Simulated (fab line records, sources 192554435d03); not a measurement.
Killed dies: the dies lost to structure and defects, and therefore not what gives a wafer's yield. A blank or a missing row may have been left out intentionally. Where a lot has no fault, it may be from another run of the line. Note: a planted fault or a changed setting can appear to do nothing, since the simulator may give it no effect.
fab line records	flow n5_finfet
[record] lots = 7	wafers = 19	last_day = 17
route steps=1938 shown BEOL_M12@1639 PASSIVATION@1936
lots untouched by any fault: they come from a run of this same line in which no faults occurred
start_h: hours from the record's first day to the start of the lot's first wafer shown	wait_h: hours from the lot's prior step to this one	" unchanged from the row above	L1.1+2: a row that stands for several wafers	- no value, or no start was given	* or withheld: withheld	< > ~ a bound
route shown NAME@n: a module of which the file shows steps, and the number in the route of the first	usual: mean/standard deviation taken from wafers without a fault	same: alike in all rows	chamber/n: place in a boat	sites: per-site readings	_std_site: their standard deviation	_edge_site: mean of outer sites minus mean of inner sites	radius_mm: for every site, how far away it sits from the centre of the wafer	mask NAME#n: copy n	behind: the most recent tool/chamber to have shaped the wafer	hold: what put the lot on hold/how long, in hours/how the hold closed	device: transistor that didn't switch, given as n, p or np	end of line: tests of these same wafers at the route's end	for a step that has no rows: nothing shown but its recipe	killed: dies that structure and defects cost at the first sort, which is not the same as the wafer's yield	map: shows each die of a wafer: x if killed, . if not, _ if none is there
set.NAME: setting as actually run; set.NAME@STEP: the setting as run at that earlier step	model.NAME: the simulator's own value behind a step, which no gauge read
a table for each step, a row for each wafer; lots at some steps of the route
services: when a tool's chamber went out of use (start_h, in hours from the record's first day, below 0 if earlier), for how many hours, and the reason
[[steps]]
[step N5_BEOL_M12_TRENCH_ETCH_34]
[recipe] chemistry = C4F8/O2/Ar	target = SiOC	target_depth_a = 3189.5	mask_material = SOC	pressure_mtorr = 30	source_w = 3000	bias_w = 700	Ar_flow_sccm = 400	C4F8_flow_sccm = 15	O2_flow_sccm = 8	he_inner_torr = 15	he_outer_torr = 30	time_s = 125.5	ion_energy_ev = 250
[usual] O2_flow_sccm = 8.004/0.024	chamber_pressure_mTorr = 30.001/0.027	drypump_motor_current_A = 5.7/0.48	oes_product_au = 0.79/0.085	rf_vpp_V = 666/3.4	showerhead_plenum_p_Torr = 3.44/0.12	throttle_valve_pct = 24.05/0.22
lot.wafer	tool	chamber	start_h	wait_h	O2_flow_sccm	chamber_pressure_mTorr	drypump_motor_current_A	oes_product_au	rf_hours_counter_h	rf_vpp_V	showerhead_plenum_p_Torr	throttle_valve_pct
L725.1	rie_diel-03	3	250.66	0.0	7.998	29.963	6.3	0.76	153	662	3.29	24.10
L725.3	"	0	"	"	7.986	30.057	6.3	0.85	52	664	3.33	24.07
L725.6	"	3	"	"	8.001	30.003	6.3	0.76	-	663	3.29	24.08
L730.2	rie_diel-01	0	286.31	0.0	8.008	30.041	5.5	0.90	33	666	3.47	23.60
L730.4	"	3	"	"	8.005	30.001	5.2	0.77	101	669	3.57	23.91
L730.5	"	1	"	"	7.997	29.988	6.1	0.69	-	663	3.26	24.10
L737.1	rie_diel-05	3	316.25	0.0	8.001	30.010	5.4	0.69	242	662	3.37	24.38
L737.2	"	2	"	"	7.992	30.021	6.3	0.68	244	664	3.38	24.40
L737.3	"	1	"	"	7.984	30.069	6.2	0.88	36	664	3.33	23.96
L736.4	rie_diel-01	1	316.80	0.0	7.994	30.058	6.1	0.68	242	660	3.25	24.11
L736.6	"	1	"	"	7.990	29.966	6.1	0.68	-	660	3.25	24.11
L735.1	rie_diel-05	3	324.72	0.0	8.014	29.990	5.4	0.68	245	664	3.37	24.37
L735.3	"	2	"	"	8.028	29.959	6.3	0.67	247	664	3.38	24.41
L735.6	"	0	"	"	7.998	30.038	5.2	0.91	-	667	3.49	23.96
L741.4	rie_diel-01	3	340.31	0.1	8.005	30.011	5.1	0.76	-	670	3.56	23.95
L741.6	"	3	"	"	8.017	30.053	5.1	0.76	-	671	3.56	23.93
L746.1	rie_diel-01	1	371.16	0.0	8.014	30.025	6.1	0.93	7	672	3.64	23.87
L746.2	"	2	"	"	8.007	29.980	5.4	0.75	146	670	3.56	24.06
L746.3	"	0	"	"	8.007	30.024	5.5	0.85	62	666	3.46	23.64
[step N5_BEOL_M12_STRIP_70]
[recipe] chemistry = C4F8/O2/Ar	resist = SiARC	rf_frequency_hz = 6e+07
[step N5_BEOL_M12_OCD_MEAS_35]
[usual] trench_depth_nm = 317/4
lot.wafer	tool	chamber	start_h	wait_h	trench_depth_nm
L725.1	ocd-01	-	250.81	0.0	321
L725.3	"	-	"	"	318
L725.6	"	-	"	"	319
L730.2	ocd-02	-	286.47	0.0	324
L730.4	"	-	"	"	323
L730.5	"	-	"	"	312
L737.1	ocd-01	-	316.40	0.0	315
L737.2	"	-	"	"	314
L737.3	"	-	"	"	315
L736.4	ocd-02	-	316.96	0.0	313
L736.6	"	-	"	"	312
L735.1	ocd-02	-	324.88	0.0	312
L735.3	"	-	"	"	314
L735.6	"	-	"	"	323
L741.4	ocd-01	-	340.48	0.0	324
L741.6	"	-	"	"	321
L746.1	ocd-01	-	371.31	0.0	325
L746.2	"	-	"	"	318
L746.3	"	-	"	"	321
[step N5_BEOL_M12_STRIP_37]
[recipe] chemistry = N2/H2	power_w = 1000	temp_c = 250	h2_frac = 0.65	overash_fraction = 0.3	pressure_mtorr = withheld	n2_flow_sccm = 1750	h2_flow_sccm = 3250
[step N5_BEOL_M12_ETCH_38]
[recipe] chemistry = CF4/N2	target = SiCN	target_depth_a = 687	taper_deg = 2	time_s = 73.4	ion_energy_ev = 150	mask_material = SiO2	pressure_mtorr = 40	source_w = 430	bias_w = 70	Ar_flow_sccm = 100	cf4_flow_sccm = 60	n2_flow_sccm = 60
[usual] chamber_pressure_mTorr = 40.00/0.035	drypump_motor_current_A = 6.0/0.43	n2_flow_sccm = 60.01/0.19	oes_product_au = 0.78/0.08	rf_vpp_V = 382.2/2	showerhead_plenum_p_Torr = 2.20/0.077	throttle_valve_pct = 15.38/0.2
lot.wafer	tool	chamber	start_h	wait_h	chamber_pressure_mTorr	drypump_motor_current_A	n2_flow_sccm	oes_product_au	rf_hours_counter_h	rf_vpp_V	showerhead_plenum_p_Torr	throttle_valve_pct
L725.1	rie_diel-05	3	252.26	-	39.97	5.4	59.92	0.70	215	379.9	2.19	15.69
L725.3	"	2	"	"	40.06	6.3	60.17	0.68	220	380.4	2.19	15.68
L725.6	"	3	"	"	40.03	5.4	59.73	0.70	-	380.7	2.19	15.68
L730.2	rie_diel-03	1	288.68	-	40.02	5.7	59.81	0.75	139	384.2	2.30	15.19
L730.4	"	3	"	"	39.98	6.3	60.20	0.75	166	380.2	2.11	15.40
L730.5	"	1	"	"	39.94	5.7	59.93	0.76	-	384.0	2.30	15.22
L737.1	rie_diel-03	1	318.01	-	39.97	5.7	60.19	0.74	150	383.9	2.30	15.21
L737.2	"	0	"	"	40.01	6.3	60.09	0.83	75	381.5	2.14	15.35
L737.3	"	3	"	"	39.98	6.3	60.07	0.74	176	380.5	2.11	15.42
L736.4	rie_diel-03	3	318.28	-	40.03	6.3	60.12	0.74	-	379.4	2.11	15.43
L736.6	"	1	"	"	39.98	5.7	60.24	0.75	-	384.5	2.30	15.20
L735.1	rie_diel-03	3	326.45	-	39.96	6.3	60.23	0.74	180	379.0	2.11	15.43
L735.3	"	0	"	"	39.96	6.3	59.95	0.82	79	381.4	2.14	15.38
L735.6	"	3	"	"	40.01	6.3	59.98	0.74	-	379.9	2.11	15.46
L741.4	rie_diel-03	0	341.92	-	40.06	6.3	59.98	0.82	-	380.3	2.14	15.38
L741.6	"	1	"	"	40.04	5.7	60.04	0.73	-	384.1	2.30	15.23
L746.1	rie_diel-03	2	373.79	-	40.00	6.6	60.01	0.92	10	383.3	2.26	15.36
L746.2	"	0	"	"	39.98	6.3	59.92	0.81	97	381.7	2.14	15.41
L746.3	"	1	"	"	39.97	5.7	59.93	0.73	172	383.0	2.29	15.25
[step N5_BEOL_M12_PRECLEAN_39]
[recipe] chemistry = residue_remover	time_s = 60	temp_c = 40
[step N5_BEOL_M12_SRD_40]
[recipe] time_s = 30	temp_c = 23	rinse_liquid = diw	dry = n2_spin	spin_rpm = 1500	dry_time_s = 30
[step N5_BEOL_M12_DEGAS_41]
[recipe] ambient = vacuum	temp_c = 250	time_s = 60
[usual] heater_power_w = 340/41
lot.wafer	tool	chamber	start_h	wait_h	heater_power_w
L725.1	pvd_sputter-03	-	252.47	0.0	293
L725.3	"	-	"	"	404
L725.6	"	-	"	"	366
L730.2	pvd_sputter-01	-	289.69	0.8	353
L730.4	"	-	"	"	301
L730.5	"	-	"	"	340
L737.1	pvd_sputter-03	-	318.81	0.6	418
L737.2	"	-	"	"	374
L737.3	"	-	"	"	287
L736.4	pvd_sputter-03	-	319.13	0.7	421
L736.6	"	-	"	"	356
L735.1	pvd_sputter-01	-	326.92	0.3	351
L735.3	"	-	"	"	287
L735.6	"	-	"	"	296
L741.4	pvd_sputter-03	-	342.26	0.2	296
L741.6	"	-	"	"	294
L746.1	pvd_sputter-01	-	374.45	0.5	349
L746.2	"	-	"	"	352
L746.3	"	-	"	"	296
[step N5_BEOL_M12_PRE_CLEAN_42]
[recipe] gas = H2/He	time_s = 30	temp_c = 250
[step N5_BEOL_M12_SPUTTER_43]
[recipe] material = TaN	target_thk_a = 150	temp_c = 50	bias_v = 168.6	power_w = 15000	chamber_pressure_pa = 0.12	time_s = 24.19
[step N5_BEOL_M12_SPUTTER_44]
[recipe] material = Ta	target_thk_a = 100	temp_c = 50	bias_v = 80	power_w = 15000	chamber_pressure_pa = 0.07	time_s = 16.13
[usual] bias_v = 80.0/0.76	cathode_dc_power_W = 15000/2.7	throttle_valve_pct = 30.4/0.74
lot.wafer	tool	chamber	start_h	wait_h	bias_v	cathode_dc_power_W	throttle_valve_pct
L725.1	pvd_sputter-03	-	252.63	0.0	80.1	14999	30.4
L725.3	"	-	"	"	80.5	15001	31.4
L725.6	"	-	"	"	78.4	15000	31.4
L730.2	pvd_sputter-01	-	289.85	0.0	79.2	15002	29.5
L730.4	"	-	"	"	81.3	14998	30.7
L730.5	"	-	"	"	80.0	14995	29.8
L737.1	pvd_sputter-03	-	318.97	0.0	79.8	14998	31.1
L737.2	"	-	"	"	80.3	15002	31.4
L737.3	"	-	"	"	81.5	15002	30.4
L736.4	pvd_sputter-03	-	319.29	0.0	79.7	14996	31.2
L736.6	"	-	"	"	79.2	14992	31.9
L735.1	pvd_sputter-01	-	327.08	0.0	80.0	14999	30.9
L735.3	"	-	"	"	78.9	15005	29.9
L735.6	"	-	"	"	79.6	14999	30.8
L741.4	pvd_sputter-03	-	342.42	0.0	80.1	15004	30.2
L741.6	"	-	"	"	79.0	15006	30.2
L746.1	pvd_sputter-01	-	374.61	0.0	78.3	15002	29.7
L746.2	"	-	"	"	81.0	15000	30.9
L746.3	"	-	"	"	79.2	14999	30.4
[step N5_BEOL_M12_SPUTTER_45]
[recipe] material = Cu	target_thk_a = 800	temp_c = -20	bias_v = 60	power_w = 26000	chamber_pressure_pa = 0.13	time_s = 13.33
[usual] bias_v = 60.1/0.63	cathode_dc_power_W = 26000/4.5	throttle_valve_pct = 30.4/0.71
lot.wafer	tool	chamber	start_h	wait_h	bias_v	cathode_dc_power_W	throttle_valve_pct
L725.1	pvd_sputter-03	-	252.71	0.0	60.3	26000	30.3
L725.3	"	-	"	"	59.9	25997	31.4
L725.6	"	-	"	"	60.8	25996	31.2
L730.2	pvd_sputter-01	-	289.93	0.0	59.8	26004	29.3
L730.4	"	-	"	"	60.8	25995	30.7
L730.5	"	-	"	"	60.4	25996	29.6
L737.1	pvd_sputter-03	-	319.05	0.0	60.4	25997	31.2
L737.2	"	-	"	"	60.0	26004	31.1
L737.3	"	-	"	"	60.4	25999	30.7
L736.4	pvd_sputter-03	-	319.37	0.0	58.9	26005	31.1
L736.6	"	-	"	"	59.8	26005	31.7
L735.1	pvd_sputter-01	-	327.16	0.0	59.1	26006	30.8
L735.3	"	-	"	"	59.3	26000	29.8
L735.6	"	-	"	"	60.0	26002	30.4
L741.4	pvd_sputter-03	-	342.50	0.0	59.2	25992	30.4
L741.6	"	-	"	"	58.5	25999	30.5
L746.1	pvd_sputter-01	-	374.69	0.0	60.1	25999	29.9
L746.2	"	-	"	"	59.3	26006	31.0
L746.3	"	-	"	"	61.1	26004	30.2
[step N5_BEOL_M12_ECD_47]
[recipe] material = Cu	target_thk_a = 7200
lot.wafer	tool	chamber	start_h	wait_h	model.Cu_of_BEOL_M12_ECD_47.thk_nm
L725.1	ecd_cu-02	1	252.90	0.2	731.6
L725.3	"	1	"	"	734
L725.6	"	1	"	"	730.4
L730.2	ecd_cu-01	1	290.05	0.1	714
L730.4	"	1	"	"	712.4
L730.5	"	0	"	"	725.2
L737.1	ecd_cu-01	1	319.17	0.1	729.2
L737.2	"	0	"	"	717.2
L737.3	"	1	"	"	717
L736.4	ecd_cu-02	1	319.53	0.1	1177
L736.6	"	0	"	"	717.2
L735.1	ecd_cu-02	1	327.27	0.1	720.2
L735.3	"	0	"	"	1166
L735.6	"	1	"	"	726.8
L741.4	ecd_cu-02	0	342.65	0.1	1161
L741.6	"	1	"	"	726.8
L746.1	ecd_cu-01	0	374.81	0.1	723.4
L746.2	"	1	"	"	725.6
L746.3	"	0	"	"	726
[step N5_BEOL_M12_ANNEAL_48]
[recipe] temp_c = 225	time_s = 90	ambient = N2
[step N5_PASSIVATION_PROBE_49]
[usual] defect_limited_yield = 91.0/1.5	killed_at_M0_to_M3 = 36/12	killed_at_M4_up = 14/5.5	killed_at_contacts = 11/4.8	killed_at_front_end = 42/12	killed_at_other = 3.7/2.7	killed_dies = 106/18	killed_open = 70/13	killed_short = 35/8.2	sort_bin_5_function = 5.3/1	sort_bin_6_memory = 3.3/0.69	sort_n_pass = 1074/18	sort_yield_pct = 91.0/1.5
[same] gross_dies = 1180	killed_at_back_side = 0	sort_bin_4_leakage[%] = 0	sort_bin_8_speed[%] = 0
lot.wafer	tool	chamber	start_h	wait_h	defect_limited_yield[%]	killed_at_M0_to_M3	killed_at_M4_up	killed_at_contacts	killed_at_front_end	killed_at_other	killed_dies	killed_open	killed_short	sort_bin_5_function[%]	sort_bin_6_memory[%]	sort_n_pass	sort_yield_pct[%]
L737.2	prober-01	-	348.64	0.1	90.4	35	23	7	45	3	113	70	39	5.5	3.8	1067	90.4
// killed by level:class
L737.2 BEOL_M2:geometric_particle:open=13 STI_FIN_REVEAL:geometric_particle:open=12 GATE_CUT:geometric_particle:short=8 FIN_SAQP:geometric_particle:short=6 BEOL_M0_SAQP:geometric_particle:short=6 BEOL_M4:geometric_particle:open=6 MOL_CONTACT_COAG:geometric_particle:open=5 STI_FIN_REVEAL:geometric_particle:short=4
[[services]]
tool	chamber	start_h	hours	kind
rie_diel-01	1	246.01	6.7	repair
rie_diel-05	0	261.01	-	clean
rie_diel-05	0	261.01	-	consumable_replace:focus_ring
rie_diel-05	0	261.01	24.8	scheduled_down
rie_diel-05	0	261.01	24.8	vent_cycle
rie_diel-01	1	300.08	2.1	repair
rie_diel-03	-	306.71	2.8	pm
rie_diel-03	2	315.09	11.2	repair
ecd_cu-02	-	323.40	3.8	repair
rie_diel-03	2	326.38	-	clean
rie_diel-03	2	326.38	-	consumable_replace:focus_ring
rie_diel-03	2	326.38	17.9	scheduled_down
rie_diel-03	2	326.38	17.9	vent_cycle
rie_diel-05	3	331.50	3.1	repair
rie_diel-05	2	334.65	-	clean
rie_diel-05	2	334.65	-	consumable_replace:focus_ring
rie_diel-05	2	334.65	20.5	scheduled_down
rie_diel-05	2	334.65	20.5	vent_cycle
rie_diel-01	1	337.69	-	clean
rie_diel-01	1	337.69	-	consumable_replace:focus_ring
rie_diel-01	1	337.69	-	consumable_replace:showerhead
rie_diel-01	1	337.69	13.0	scheduled_down
rie_diel-01	1	337.69	13.0	vent_cycle
rie_diel-01	0	338.64	8.2	repair
[[key]]
first_sign none at tools or gauges
[model_effect] step = N5_BEOL_M12_ECD_47	value = Cu_of_BEOL_M12_ECD_47.thk_nm	without = 723.9	struck = 1168
met_at N5_BEOL_M12_ECD_47
struck_wafers L735.3,L736.4,L741.4
onset_between 252.90 319.53
[fault] kind = process_parameter_drift	tool = ecd_cu-02	chamber = -	onset_h = 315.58	steps = N5_BEOL_M12_ECD_47	channel = target_thk_a	offset = *	shape = step	end_h = 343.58	scope = struck_wafers_only	acts_in = *	stated = *
